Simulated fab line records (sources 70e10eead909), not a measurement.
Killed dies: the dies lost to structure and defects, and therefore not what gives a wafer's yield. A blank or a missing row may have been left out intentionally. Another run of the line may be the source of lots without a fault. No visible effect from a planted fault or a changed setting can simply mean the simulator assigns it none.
Chamber matching | flow nand harc | rie diel-12 running NHARC_A_CONTACT_ETCH_77: 4 sister chambers
The step etches the open film in CF4/CHF3, target depth 108.9 nm, time 54.5 s. 16 wafers are shown with their chamber, then 7 later ones without.

== EACH WAFER AND ITS CHAMBER ==
wafer  | chamber | rf fwd power W (W) | run length s (s) | showerhead plenum p Torr (Torr)
L748.2 | 3       | 493.8              | 75.6             | 1.55
L748.5 | 2       | 489.3              | 76.1             | 1.57
L748.6 | 3       | 494.4              | 75.6             | 1.55
L749.1 | 0       | 495.0              | 75.4             | 1.46
L749.2 | 1       | 495.8              | 75.8             | 1.52
L749.5 | 3       | 497.4              | 75.6             | 1.55
L752.1 | 1       | 495.7              | 75.9             | 1.51
L752.2 | 2       | 492.4              | 76.6             | 1.57
L752.5 | 2       | 493.0              | 76.0             | 1.57
L753.2 | 0       | 495.4              | 75.6             | 1.46
L753.6 | 0       | 495.7              | 75.7             | 1.46
L754.2 | 0       | 496.3              | 75.8             | 1.46
L755.2 | 3       | 495.4              | 75.8             | 1.55
L755.4 | 2       | 490.0              | 76.3             | 1.57
L766.3 | 0       | 497.6              | 76.0             | 1.70
L766.4 | 3       | 496.5              | 75.6             | 1.54

SIGNATURES, as means of the wafers listed above
reading                  | chamber 0 | chamber 1 | chamber 2 | chamber 3 | scatter within a chamber
rf fwd power W           | 496.000   | 495.750   | 491.175   | 495.500   | 1.37
run length s             | 75.700    | 75.850    | 76.250    | 75.640    | 0.193
showerhead plenum p Torr | 1.5080    | 1.5150    | 1.5700    | 1.5480    | 0.0621
Rule: for each reading, subtract the chamber's mean from the wafer's reading, divide by that reading's scatter and square the result; add these up over the readings and take the root, which gives the wafer's distance from the chamber. If the next closest chamber is less than 2 further off than the closest, the wafer can't be placed; otherwise it belongs to the closest. The scatter: the root of (the sum of the squares of (reading less its chamber's mean) over the shown wafers, divided by (wafers less chambers)).

== WAFERS WITH NO CHAMBER GIVEN ==
wafer  | rf fwd power W (W) | run length s (s) | showerhead plenum p Torr (Torr)
L766.6 | 499.0              | 76.0             | 1.70
L769.1 | 497.6              | 75.5             | 1.54
L769.4 | 496.3              | 75.8             | 1.70
L769.5 | 494.8              | 76.0             | 1.51
L771.2 | 496.8              | 76.2             | 1.51
L771.4 | 493.1              | 76.0             | 1.56
L771.5 | 495.1              | 75.7             | 1.51

== EACH ONE'S CHAMBER ==
wafer  | from the rows above               | in truth
L766.6 | can't be placed: 1 or 3 or 0      | 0
L769.1 | can't be placed: 0 or 3 or 1      | 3
L769.4 | can't be placed: 3 or 1 or 0      | 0
L769.5 | can't be placed: 1 or 0 or 3      | 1
L771.2 | can't be placed: 1 or 0 or 3      | 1
L771.4 | can't be placed: 2 or 1 or 3 or 0 | 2
L771.5 | can't be placed: 0 or 3 or 1      | 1
Correctly placed: 0 of 7. From these rows, 7 cannot be placed; in 7 the true chamber is one of the candidates. Placed wrongly: 0.
